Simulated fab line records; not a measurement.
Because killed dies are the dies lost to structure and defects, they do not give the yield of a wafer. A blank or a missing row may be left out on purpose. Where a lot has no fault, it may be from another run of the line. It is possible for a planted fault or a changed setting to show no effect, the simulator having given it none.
Matching of chambers	flow n5Finfet	rieDiel-05 running N5_HKMG_FIN_DESCUM_17: 4 sister chambers
The step chemistry O2, time 7.9 s. 4 wafers are shown with their chamber, then 7 later ones without.

== WAFERS WITH THEIR CHAMBER ==
wafer	chamber	showerheadPlenumPTorr (Torr)
L082.5	1	2.13
L087.2	2	2.07
L089.3	0	2.18
L089.4	3	2.04

== WAFERS WITH NO CHAMBER GIVEN ==
wafer	showerheadPlenumPTorr (Torr)
L089.5	2.13
L094.1	2.12
L094.2	2.04
L094.3	2.06
L095.2	2.12
L095.4	2.17
L095.6	2.06

== CHAMBER TAKEN BY EACH ==
wafer	from the rows above	in truth
L089.5	1	1
L094.1	1	1
L094.2	3	3
L094.3	can't be placed: 2 or 3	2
L095.2	1	1
L095.4	0	0
L095.6	can't be placed: 2 or 3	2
Correct placement for 5 of the 7. These rows do not allow placing 2 (true chamber among the candidates in 2). 0 placed wrongly.
How it was worked out, from the rows above alone: a wafer's distance from a chamber is the root of the sum, over the readings, of the square of ((its reading less the chamber's mean) divided by the reading's scatter). The wafer belongs to the nearest chamber; if the next one is less than 2 further off, it can't be placed. The mean given for a chamber averages the wafers shown for that chamber. The scatter: root of mean squared gap, hidden wafer to nearest shown wafer, with one shown wafer a chamber.
